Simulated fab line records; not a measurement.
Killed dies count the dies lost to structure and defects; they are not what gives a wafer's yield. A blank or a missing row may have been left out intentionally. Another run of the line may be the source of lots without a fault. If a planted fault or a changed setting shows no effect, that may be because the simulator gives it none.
Check of tool commonality ; flow n5_finfet ; 30 wafers sampled across 10 lots

THE REASON FOR OPENING IT
N5_BEOL_M4_RC_MEAS_101, reading IOFF_P: flagged on 3 of 10 lots. Fault-free wafers read 0.21 nA/um, with a standard deviation of 0.031.
Rule: a lot is flagged when every wafer of it that has a number lies more than 4 standard deviations from that mean, or none has a number. The other lots count as sound.

lot;measured;on;IOFF_P (nA/um), wafer by wafer;flag
L468;day 8 06:26;prober-02;0.20 0.18 0.24;
L472;day 9 03:59;prober-02;0.20 0.22 0.25;
L476;day 10 16:43;prober-02;0.25 0.25 0.31;
L478;day 11 02:11;prober-01;1.02 0.67 1.74;FLAGGED
L479;day 11 03:54;prober-02;0.66 0.65 2.15;FLAGGED
L480;day 11 12:38;prober-02;2.14 0.75 0.82;FLAGGED
L484;day 12 12:56;prober-01;0.25 0.26 0.22;
L485;day 12 20:18;prober-02;0.18 0.20 0.18;
L487;day 14 02:38;prober-02;0.23 0.20 0.20;
L488;day 14 02:44;prober-01;0.19 0.17 0.17;
On average the flagged lots' numbers are 1.18 nA/um, which is +0.97 nA/um against the usual, or +31 standard deviations.

EACH LOT AND THE TOOL IT RAN ON
The record keeps 1 process step preceding the reading, out of 1938 steps on the route. Every cell lists first the tool, next ch and the chambers used by the sampled wafers, and last the start.
lot;flag;N5_WELL_APT_IMPLANT_15
L468;;implanter-02 ch 0, day 2 08:40
L472;;implanter-01 ch 0, day 3 08:13
L476;;implanter-01 ch 0, day 4 08:34
L478;FLAGGED;implanter-01, day 4 20:28
L479;FLAGGED;implanter-02, day 5 02:03
L480;FLAGGED;implanter-02, day 5 08:23
L484;;implanter-02 ch 0, day 6 08:09
L485;;implanter-01 ch 0, day 6 14:16
L487;;implanter-01 ch 0, day 7 02:14
L488;;implanter-01 ch 0, day 7 08:12
What is done by these steps:
- N5_WELL_APT_IMPLANT_15
- N5_BEOL_M4_RC_MEAS_101

FLAGGED AGAINST TOTAL, ONE TOOL AT A TIME (gauges that did the reading follow at the end)
step;tool;lots run;flagged;share of the flagged lots;sound lots run after its first flagged lot
N5_WELL_APT_IMPLANT_15;implanter-01;6;1;some;3 (L485,L487,L488)
N5_WELL_APT_IMPLANT_15;implanter-02;4;2;some;1 (L484)
N5_BEOL_M4_RC_MEAS_101;prober-01;3;1;some;2 (L484,L488)
N5_BEOL_M4_RC_MEAS_101;prober-02;7;2;some;2 (L485,L487)

WHAT IS ALLOWED BY THE TABLE
No row of the table ran every flagged lot.

WHAT THE SIMULATOR HAD INSERTED
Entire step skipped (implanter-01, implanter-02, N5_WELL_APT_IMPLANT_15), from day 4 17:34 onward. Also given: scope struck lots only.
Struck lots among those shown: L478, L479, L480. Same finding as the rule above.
